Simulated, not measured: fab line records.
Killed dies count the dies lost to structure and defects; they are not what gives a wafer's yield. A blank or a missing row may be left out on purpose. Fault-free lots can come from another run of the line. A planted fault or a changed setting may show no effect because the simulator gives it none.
fab line records	flow n5-finfet
record: lots: 6	wafers: 18	last-day: 16
route steps=1938 shown BEOL_M2@867 BEOL_M4@1111
lots untouched by any fault: they come from a run of this same line in which no faults occurred
start-h: hours from the record's first day to the start of the lot's first wafer shown	wait-h: hours elapsed since this lot's preceding step	" unchanged from the row above	L1.1+2: several wafers, shown together as one row	- either no value or no given start	* or withheld: withheld	< > ~ a bound
route shown NAME@n: names a module that has steps shown in the file, with the first one's number in the route	usual: mean and standard deviation over wafers with no fault	same: alike in all rows	chamber/n: place in a boat	sites: readings site by site	_std_site: standard deviation of those values	_edge_site: the outer-site mean with the inner-site mean subtracted	radius-mm: for every site, how far away it sits from the centre of the wafer	mask NAME#n: copy n	behind: the last tool/chamber to shape the wafer	hold: the reason the lot was held/the length of the hold in hours/how it ended	device: the transistor (n, p or np) that didn't switch	end of line: tests run on the same wafers once the route is complete	a step without rows: its recipe alone	killed: at the first sort, the dies lost to defects and structure; wafer yield is something else	map: shows each die of a wafer: x if killed, . if not, _ if none is there
set.NAME: the setting as run; set.NAME@STEP: as run at that earlier step	model.NAME: the simulator's own value behind a step, which no gauge read
lots seen at some steps along the route; tables by step, rows by wafer
services: a tool's chamber out of use, with start hour (start-h, from the record's first day; less than 0 if before it), hours out, and reason
== steps ==
step: N5_BEOL_M2_COAT_67
recipe: resist: SOC	temp-c: 250	time-s: 60	spin-rpm: 1500	resist-thk-nm: 60
step: N5_BEOL_M2_COAT_68
recipe: resist: SiARC	temp-c: 220	time-s: 60	spin-rpm: 1500	resist-thk-nm: 12
step: N5_BEOL_M2_COAT_76
recipe: resist: underlayer	temp-c: 205	time-s: 60	spin-rpm: 1500	resist-thk-nm: 5
step: N5_BEOL_M2_COAT_22
recipe: resist: CAR-EUV	spin-rpm: 1500	resist-thk-nm: 30
step: N5_BEOL_M2_EBR_24
recipe: solvent: PGMEA	ebr-width-mm: 1.5
step: N5_BEOL_M2_SOFTBAKE_23
recipe: temp-c: 110	time-s: 60	resist: CAR-EUV
step: N5_BEOL_M2_EXPOSE_25
recipe: mask-id: V1	na: 0.33	source-shape: quasar	sigma-inner: 0.2	sigma-outer: 0.8	polarization: unpolarized	defocus-nm: 5	dose-mj: 63
step: N5_BEOL_M2_PEB_26
recipe: peb-temp-c: 100	peb-time-s: 60	resist: CAR-EUV
step: N5_BEOL_M2_DEVELOP_27
recipe: develop-time-s: 30	developer: TMAH	resist: CAR-EUV	rinse-liquid: surfactant-rinse	dry: air-spin	dev-temp-c: 23
step: N5_BEOL_M2_CD_MEAS_28
recipe: target-cd-nm: 26.2	landing-energy-ev: 500	detector: se-inlens	target-cd-y-nm: 24.1	polarity: opening
usual: cd-nm: 26.25/0.25
lot.wafer	tool	chamber	start-h	wait-h	cd-nm
L328.3	cd-sem-02	0	145.88	-	26.07
L328.4	"	0	"	"	26.40
L328.6	"	0	"	"	26.21
L333.1	cd-sem-01	0	171.96	-	26.15
L333.2	"	0	"	"	26.27
L333.5	"	0	"	"	26.08
L341.1	cd-sem-02	0	219.74	-	26.02
L341.3	"	0	"	"	26.09
L341.4	"	0	"	"	26.08
L340.3	cd-sem-03	0	223.84	-	26.25
L340.5	"	0	"	"	26.27
L340.6	"	0	"	"	26.01
L343.2	cd-sem-02	0	240.34	-	25.78
L343.4	"	0	"	"	26.21
L343.6	"	0	"	"	26.42
L344.1	cd-sem-02	0	240.70	-	26.40
L344.3	"	0	"	"	26.30
L344.5	"	0	"	"	25.90
step: N5_BEOL_M2_OVL_MEAS_29
recipe: points-per-wafer: 522
usual: V1_OVL: -0.2/0.65
same: points-per-wafer: 522
lot.wafer	tool	chamber	start-h	wait-h	V1_OVL[nm]
L328.3	overlay-01	0	145.91	0.0	-0.2
L328.4	"	0	"	"	0.1
L328.6	"	0	"	"	-0.2
L333.1	overlay-01	0	171.99	0.0	-0.4
L333.2	"	0	"	"	-0.4
L333.5	"	0	"	"	-0.7
L341.1	overlay-02	0	219.77	0.0	0.9
L341.3	"	0	"	"	-0.2
L341.4	"	0	"	"	-0.1
L340.3	overlay-02	0	223.88	0.0	-0.1
L340.5	"	0	"	"	0.8
L340.6	"	0	"	"	0.2
L343.2	overlay-01	0	240.37	0.0	-0.9
L343.4	"	0	"	"	-0.9
L343.6	"	0	"	"	-1.9
L344.1	overlay-01	0	240.73	0.0	0.1
L344.3	"	0	"	"	0.1
L344.5	"	0	"	"	0.1
step: N5_BEOL_M2_INSPECT_30
recipe: mode: adi	inspect-instrument: brightfield
usual: raw-defect-count: 422/110
lot.wafer	tool	chamber	start-h	wait-h	raw-defect-count
L328.3	defect-inspect-01	-	145.96	0.0	429
L328.4	"	-	"	"	375
L328.6	"	-	"	"	395
L333.1	defect-inspect-01	-	172.05	0.1	239
L333.2	"	-	"	"	337
L333.5	"	-	"	"	288
L341.1	defect-inspect-01	-	219.84	0.1	499
L341.3	"	-	"	"	314
L341.4	"	-	"	"	372
L340.3	defect-inspect-01	-	223.93	0.0	470
L340.5	"	-	"	"	405
L340.6	"	-	"	"	526
L343.2	defect-inspect-02	-	240.42	0.0	467
L343.4	"	-	"	"	413
L343.6	"	-	"	"	430
L344.1	defect-inspect-02	-	240.79	0.1	521
L344.3	"	-	"	"	437
L344.5	"	-	"	"	424
step: N5_BEOL_M2_DESCUM_33
recipe: chemistry: O2	time-s: 7	source-power-w: 50	bias-power-w: 20	pressure-mtorr: 20	rf-frequency-hz: 2.712e+07	temp-c: 40	resist: CAR-EUV	o2-flow-sccm: 225
usual: drypump-motor-current-A: 5.5/0.4	oes-product-au: 0.83/0.097	rf-vpp-V: 243.3/1.5	showerhead-plenum-p-Torr: 2.09/0.088	throttle-valve-pct: 20.31/0.29
lot.wafer	tool	chamber	start-h	wait-h	drypump-motor-current-A	oes-product-au	rf-hours-counter-h	rf-vpp-V	showerhead-plenum-p-Torr	throttle-valve-pct	model.CAR-EUV_of_BEOL_M2_COAT_22.thk-nm
L328.3	rie-diel-05	2	146.05	0.1	5.7	0.78	134	242.1	1.94	20.95	26
L328.4	"	3	"	"	5.0	0.73	208	244.2	2.16	20.45	26
L328.6	"	3	"	"	5.0	0.72	-	243.3	2.16	20.43	26.2
L333.1	rie-diel-05	1	172.09	0.0	5.6	0.80	70	241.8	2.03	20.21	26.2
L333.2	"	0	"	"	4.9	0.72	192	241.4	1.96	20.37	26
L333.5	"	0	"	"	4.9	0.72	-	242.1	1.96	20.39	26.2
L341.1	rie-diel-04	0	219.87	0.0	6.0	0.89	25	244.0	2.13	20.14	26
L341.3	"	1	"	"	5.6	1.02	4	245.7	2.21	20.02	26
L341.4	"	0	"	"	6.0	0.89	-	244.5	2.13	20.14	26
L340.3	rie-diel-04	3	223.96	0.0	5.0	0.89	15	243.1	2.15	19.90	24
L340.5	"	0	"	"	6.0	0.88	-	244.5	2.13	20.14	24.2
L340.6	"	3	"	"	5.1	0.89	-	243.8	2.15	19.91	24
L343.2	rie-diel-05	2	240.46	0.0	5.7	0.75	164	239.7	1.93	20.97	26
L343.4	"	1	"	"	5.6	0.78	92	242.5	2.03	20.23	26.2
L343.6	"	0	"	"	4.9	0.69	-	240.9	1.96	20.42	26
L344.1	rie-diel-04	0	240.85	0.1	6.0	0.88	34	242.7	2.13	20.16	26
L344.3	"	2	"	"	5.7	0.94	3	244.0	2.12	20.40	24.2
L344.5	"	1	"	"	5.6	0.98	-	246.4	2.20	20.06	24.2
step: N5_BEOL_M2_ETCH_77
recipe: chemistry: N2/H2	target: underlayer	target-depth-a: 65	mask-material: CAR-EUV	time-s: 5.2	ion-energy-ev: 200	pressure-mtorr: 30	source-w: 840	bias-w: 150	n2-flow-sccm: 200	h2-flow-sccm: 200	ends: cleared
usual: drypump-motor-current-A: 5.5/0.4	etch-rf-on-time-s: 5.23/0.18	oes-product-au: 0.70/0.079	rf-vpp-V: 524/3.1	showerhead-plenum-p-Torr: 2.55/0.1	throttle-valve-pct: 17.77/0.27
lot.wafer	tool	chamber	start-h	wait-h	drypump-motor-current-A	etch-rf-on-time-s	oes-product-au	rf-hours-counter-h	rf-vpp-V	showerhead-plenum-p-Torr	throttle-valve-pct
L328.3	rie-diel-05	2	146.08	0.0	5.7	5.09	0.69	134	519	2.36	18.36
L328.4	"	3	"	"	5.0	4.94	0.61	208	526	2.61	17.75
L328.6	"	3	"	"	5.0	4.98	0.61	-	527	2.61	17.76
L333.1	rie-diel-05	1	172.12	0.0	5.6	5.49	0.67	70	522	2.47	17.66
L333.2	"	0	"	"	4.9	5.12	0.61	192	521	2.44	18.10
L333.5	"	0	"	"	4.9	5.14	0.60	-	521	2.44	18.08
L341.1	rie-diel-04	0	219.91	0.0	6.1	5.30	0.75	25	527	2.59	17.49
L341.3	"	1	"	"	5.6	5.18	0.84	4	525	2.73	17.70
L341.4	"	0	"	"	6.0	5.36	0.74	-	526	2.59	17.52
L340.3	rie-diel-04	3	223.99	0.0	5.0	5.03	0.78	15	523	2.61	17.39
L340.5	"	0	"	"	6.0	5.37	0.74	-	524	2.59	17.50
L340.6	"	3	"	"	5.1	4.97	0.78	-	526	2.61	17.43
L343.2	rie-diel-05	2	240.49	0.0	5.7	5.12	0.65	164	519	2.35	18.40
L343.4	"	1	"	"	5.6	5.56	0.65	92	521	2.46	17.70
L343.6	"	0	"	"	4.9	5.19	0.59	-	520	2.43	18.13
L344.1	rie-diel-04	0	240.88	0.0	6.0	5.41	0.73	34	525	2.59	17.53
L344.3	"	2	"	"	5.7	5.43	0.79	3	525	2.57	17.70
L344.5	"	1	"	"	5.6	5.28	0.81	-	526	2.73	17.74
step: N5_BEOL_M2_ETCH_69
recipe: chemistry: CF4	target: SiARC	target-depth-a: 156	mask-material: CAR-EUV	time-s: 26	ion-energy-ev: 80	pressure-mtorr: 40	source-w: 545	bias-w: 36	Ar_flow_sccm: 100	cf4-flow-sccm: 100	ends: cleared
usual: drypump-motor-current-A: 5.5/0.4	etch-rf-on-time-s: 26.2/1	oes-product-au: 0.70/0.077	rf-vpp-V: 184.1/1.3	showerhead-plenum-p-Torr: 2.15/0.08	throttle-valve-pct: 15.52/0.28
lot.wafer	tool	chamber	start-h	wait-h	drypump-motor-current-A	etch-rf-on-time-s	oes-product-au	rf-hours-counter-h	rf-vpp-V	showerhead-plenum-p-Torr	throttle-valve-pct
L328.3	rie-diel-05	2	146.10	0.0	5.7	25.7	0.67	134	182.0	1.98	15.96
L328.4	"	3	"	"	5.0	24.8	0.62	208	184.5	2.20	15.75
L328.6	"	3	"	"	5.0	24.8	0.62	-	183.6	2.20	15.72
L333.1	rie-diel-05	1	172.14	0.0	5.6	27.9	0.66	70	183.2	2.08	15.35
L333.2	"	0	"	"	4.9	25.6	0.61	192	182.6	2.05	15.84
L333.5	"	0	"	"	4.9	25.4	0.61	-	181.5	2.05	15.84
L341.1	rie-diel-04	0	219.92	0.0	6.0	26.9	0.74	25	184.5	2.18	15.28
L341.3	"	1	"	"	5.6	26.1	0.84	4	184.9	2.27	15.31
L341.4	"	0	"	"	6.0	27.0	0.74	-	184.9	2.18	15.30
L340.3	rie-diel-04	3	224.01	0.0	5.0	24.5	0.79	15	184.1	2.18	15.02
L340.5	"	0	"	"	6.0	26.9	0.74	-	184.6	2.18	15.30
L340.6	"	3	"	"	5.0	24.3	0.79	-	183.5	2.18	15.01
L343.2	rie-diel-05	2	240.51	0.0	5.7	25.8	0.65	164	181.0	1.97	16.02
L343.4	"	1	"	"	5.5	28.1	0.64	92	182.5	2.08	15.40
L343.6	"	0	"	"	4.9	25.5	0.60	-	182.2	2.04	15.89
L344.1	rie-diel-04	0	240.90	0.0	6.0	26.8	0.72	34	185.3	2.18	15.30
L344.3	"	2	"	"	5.7	27.4	0.79	4	185.2	2.20	15.64
L344.5	"	1	"	"	5.6	26.6	0.80	-	186.4	2.27	15.33
step: N5_BEOL_M2_ALD_98
recipe: material: SiO2	target-thk-a: 25	temp-c: 100	ald-precursor-family: BDEAS	ald-co-reactant: O2-plasma	pulse-time-s: 1	co-reactant-pulse-time-s: 1	purge-time-s: 2	co-reactant-purge-time-s: 2	ald-cycles: 17	pressure-torr: 2
usual: heater-power-w: 81/8	precursor-pulse-height-rel: 0.999/0.021	susceptor-temp-C: 100.01/0.13
same: co-reactant-pulse-time-s: 1
lot.wafer	tool	chamber	start-h	wait-h	heater-power-w	precursor-pulse-height-rel	susceptor-temp-C
L328.3	ald-sin-04	1	146.27	0.1	75	0.997	100.00
L328.4	"	2	"	"	85	0.965	99.76
L328.6	"	1	"	"	76	1.001	100.26
L333.1	ald-sin-01	0	172.22	0.1	103	1.007	100.07
L333.2	"	3	"	"	78	1.004	100.26
L333.5	"	0	"	"	102	1.001	99.94
L341.1	ald-sin-04	1	220.01	0.1	79	0.984	99.87
L341.3	"	2	"	"	78	0.999	100.18
L341.4	"	3	"	"	84	0.989	99.79
L340.3	ald-sin-03	1	224.09	0.1	76	1.021	99.75
L340.5	"	3	"	"	76	0.993	99.97
L340.6	"	2	"	"	81	1.012	99.96
L343.2	ald-sin-01	2	240.59	0.1	72	1.006	100.14
L343.4	"	3	"	"	79	0.972	100.16
L343.6	"	0	"	"	103	1.026	99.85
L344.1	ald-sin-01	3	240.98	0.1	79	1.008	100.11
L344.3	"	0	"	"	103	1.054	99.97
L344.5	"	1	"	"	76	0.988	100.06
step: N5_BEOL_M2_ETCHBACK_99
recipe: chemistry: CHF3	target: SiO2	target-depth-a: 50	time-s: 10.4	source-w: 215	bias-w: 47	Ar_flow_sccm: 200	CHF3_flow_sccm: 12	ion-energy-ev: 100	pressure-mtorr: 30
usual: drypump-motor-current-A: 5.5/0.36	oes_f_703_au: 0.77/0.083	oes-product-au: 0.79/0.09	rf-vpp-V: 245/9.3	showerhead-plenum-p-Torr: 2.15/0.086	throttle-valve-pct: 17.10/0.25
lot.wafer	tool	chamber	start-h	wait-h	drypump-motor-current-A	oes_f_703_au	oes-product-au	rf-hours-counter-h	rf-vpp-V	showerhead-plenum-p-Torr	throttle-valve-pct	model.CAR-EUV_of_BEOL_M2_COAT_22.thk-nm
L328.3	rie-diel-04	3	147.63	1.3	5.1	0.72	0.68	246	237	2.20	17.03	10.4
L328.4	"	3	"	"	5.1	0.72	0.68	-	235	2.20	17.02	10.4
L328.6	"	2	"	"	5.7	0.67	0.70	-	256	2.24	17.53	10.4
L333.1	rie-diel-01	0	178.28	6.0	6.0	0.85	0.91	37	261	2.10	16.79	10.6
L333.2	"	3	"	"	5.9	0.68	0.71	204	260	2.22	17.19	10.4
L333.5	"	1	"	"	5.2	0.72	0.75	-	236	2.14	17.15	10.4
L341.1	rie-diel-05	0	221.58	1.5	4.9	0.71	0.69	210	235	2.03	17.16	10.4
L341.3	"	1	"	"	5.6	0.75	0.77	87	240	2.10	16.92	10.4
L341.4	"	3	"	"	5.0	0.72	0.70	233	237	2.19	17.11	10.4
L340.3	rie-diel-01	1	226.20	2.1	5.2	0.71	0.73	170	236	2.14	17.21	8.4
L340.5	"	3	"	"	5.9	0.67	0.69	-	258	2.21	17.21	8.4
L340.6	"	0	"	"	6.0	0.83	0.88	-	260	2.09	16.82	8.4
L343.2	rie-diel-05	2	240.80	0.2	5.7	0.78	0.76	164	237	1.98	17.48	10.4
L343.4	"	3	"	"	5.0	0.71	0.69	239	236	2.19	17.12	10.6
L343.6	"	1	"	"	5.6	0.74	0.77	-	240	2.09	16.92	10.4
L344.1	rie-diel-05	3	241.34	0.3	5.0	0.71	0.70	240	235	2.19	17.12	10.4
L344.3	"	0	"	"	4.9	0.70	0.70	216	234	2.02	17.21	8.6
L344.5	"	0	"	"	4.9	0.71	0.69	-	236	2.02	17.19	8.6
step: N5_BEOL_M2_ETCH_70
recipe: chemistry: N2/H2	target: SOC	target-depth-a: 800	overetch-a: 240	mask-material: SiARC	temp-c: 40	time-s: 130	ion-energy-ev: 200	pressure-mtorr: 30	source-w: 840	bias-w: 150	n2-flow-sccm: 200	h2-flow-sccm: 200
usual: drypump-motor-current-A: 5.5/0.36	oes-product-au: 0.58/0.065	rf-vpp-V: 523.7/2.7	showerhead-plenum-p-Torr: 2.54/0.093	throttle-valve-pct: 17.79/0.26
lot.wafer	tool	chamber	start-h	wait-h	drypump-motor-current-A	oes-product-au	rf-hours-counter-h	rf-vpp-V	showerhead-plenum-p-Torr	throttle-valve-pct
L328.3	rie-diel-04	3	147.66	0.0	5.0	0.50	246	525.3	2.62	17.90
L328.4	"	3	"	"	5.1	0.51	-	525.2	2.62	17.91
L328.6	"	2	"	"	5.7	0.52	-	526.7	2.59	17.94
L333.1	rie-diel-01	0	178.31	0.0	6.0	0.67	37	521.3	2.47	17.51
L333.2	"	3	"	"	5.9	0.52	204	526.0	2.63	17.98
L333.5	"	1	"	"	5.2	0.56	-	523.6	2.54	17.88
L341.1	rie-diel-05	0	221.61	0.0	4.9	0.51	210	520.0	2.43	18.08
L341.3	"	1	"	"	5.6	0.58	87	520.6	2.47	17.63
L341.4	"	3	"	"	5.0	0.51	233	525.2	2.60	17.75
L340.3	rie-diel-01	1	226.24	0.0	5.2	0.54	170	523.3	2.53	17.91
L340.5	"	3	"	"	5.9	0.51	-	525.8	2.63	18.01
L340.6	"	0	"	"	6.0	0.64	-	521.9	2.46	17.55
L343.2	rie-diel-05	2	240.84	0.0	5.7	0.56	164	518.7	2.35	18.36
L343.4	"	3	"	"	5.0	0.50	239	526.8	2.60	17.76
L343.6	"	1	"	"	5.6	0.58	-	520.9	2.46	17.64
L344.1	rie-diel-05	3	241.38	0.0	5.0	0.50	240	525.9	2.60	17.76
L344.3	"	0	"	"	4.8	0.51	216	520.4	2.43	18.09
L344.5	"	0	"	"	4.9	0.51	-	520.1	2.43	18.06
step: N5_BEOL_M4_RC_MEAS_101
usual: DIBL_N: 36.1/2	DIBL_P: 36.3/2.4	IOFF_N: 0.15/0.035	IOFF_P: 0.21/0.039	ION_N: 672/15	ION_P: 463/9.7	SS_N: 71.5/0.7	SS_P: 73.2/0.75	VT_N: 251/3.6	VT_P: -250/3.8
lot.wafer	tool	chamber	start-h	wait-h	DIBL_N[mV/V]	DIBL_P[mV/V]	IOFF_N[nA/um]	IOFF_P[nA/um]	ION_N[uA/um]	ION_P[uA/um]	SS_N[mV/dec]	SS_P[mV/dec]	VT_N[mV]	VT_P[mV]
L328.3	prober-02	0	174.31	0.3	39.6	41.2	0.22	0.26	684	458	72.4	74.3	246	-251
L328.4	"	0	"	"	35.8	36.8	0.16	0.20	679	460	71.4	73.7	250	-252
L328.6	"	0	"	"	38.1	39.2	0.19	0.23	681	458	72.1	73.5	247	-251
L333.1	prober-02	0	206.40	0.0	36.7	37.1	0.15	0.19	663	453	71.9	73.7	251	-254
L333.2	"	0	"	"	37.2	37.9	0.16	0.20	680	461	71.2	74.1	251	-251
L333.5	"	0	"	"	35.5	34.0	0.12	0.15	641	444	70.8	72.2	257	-255
L341.1	prober-02	0	252.27	0.0	38.5	39.4	0.20	0.28	689	476	72.4	74.1	246	-246
L341.3	"	0	"	"	35.3	34.9	0.14	0.20	674	461	70.5	72.4	250	-251
L341.4	"	0	"	"	35.0	34.5	0.14	0.19	667	458	71.4	72.0	254	-251
L340.3	prober-01	0	252.73	0.3	37.6	38.2	0.20	0.26	683	467	71.0	74.0	246	-246
L340.5	"	0	"	"	35.7	35.8	0.15	0.22	678	473	70.3	73.6	251	-250
L340.6	"	0	"	"	34.6	34.8	0.14	0.20	672	464	69.9	73.4	250	-248
L343.2	prober-02	0	276.15	0.2	35.7	36.1	0.15	0.21	685	468	72.0	74.1	252	-251
L343.4	"	0	"	"	33.8	32.8	0.12	0.18	659	456	71.5	72.4	252	-250
L343.6	"	0	"	"	37.7	39.1	0.19	0.27	684	473	72.7	74.9	247	-248
L344.1	prober-02	0	279.18	0.0	32.7	31.9	0.09	0.16	658	466	70.7	71.7	255	-251
L344.3	"	0	"	"	36.9	36.4	0.15	0.22	658	455	71.9	72.9	254	-249
L344.5	"	0	"	"	36.4	36.5	0.15	0.23	686	476	71.2	73.0	251	-248
== services ==
tool	chamber	start-h	hours	kind
ald-sin-03	-	141.99	6.1	pm
rie-diel-04	0	146.67	-	clean
rie-diel-04	0	146.67	-	consumable-replace:focus-ring
rie-diel-04	0	146.67	13.9	scheduled-down
rie-diel-04	0	146.67	13.9	vent-cycle
rie-diel-05	0	148.21	4.6	repair
ald-sin-01	3	156.05	4.9	repair
rie-diel-04	3	160.57	-	clean
rie-diel-04	3	160.57	-	consumable-replace:focus-ring
rie-diel-04	3	160.57	28.2	scheduled-down
rie-diel-04	3	160.57	28.2	vent-cycle
ald-sin-03	1	165.87	3.7	repair
ald-sin-04	-	176.76	14.0	pm
rie-diel-01	3	195.47	16.5	repair
rie-diel-04	1	196.86	-	clean
rie-diel-04	1	196.86	-	consumable-replace:focus-ring
rie-diel-04	1	196.86	-	consumable-replace:showerhead
rie-diel-04	1	196.86	14.6	scheduled-down
rie-diel-04	1	196.86	14.6	vent-cycle
rie-diel-04	0	199.60	4.3	repair
ald-sin-01	1	201.62	27.1	repair
rie-diel-04	2	211.62	-	clean
rie-diel-04	2	211.62	-	consumable-replace:focus-ring
ald-sin-01	-	236.12	1.2	repair
== key ==
first-sign none at tools or gauges
model-effect: step: N5_BEOL_M2_DESCUM_33	value: CAR-EUV_of_BEOL_M2_COAT_22.thk-nm	without: 25.96	struck: 24.12
model-effect: step: N5_BEOL_M2_ETCHBACK_99	value: CAR-EUV_of_BEOL_M2_COAT_22.thk-nm	without: 10.28	struck: 8.48
met-at N5_BEOL_M2_DESCUM_33
struck-wafers L340.3,L340.5,L340.6,L344.3,L344.5
onset-between 219.87 223.96
fault: kind: process-parameter-drift	tool: rie-diel-04	chamber: -	onset-h: 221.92	steps: N5_BEOL_M2_DESCUM_33	channel: time-s	offset: *	shape: step	end-h: 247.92	scope: struck-wafers-only	acts-in: *	stated: *
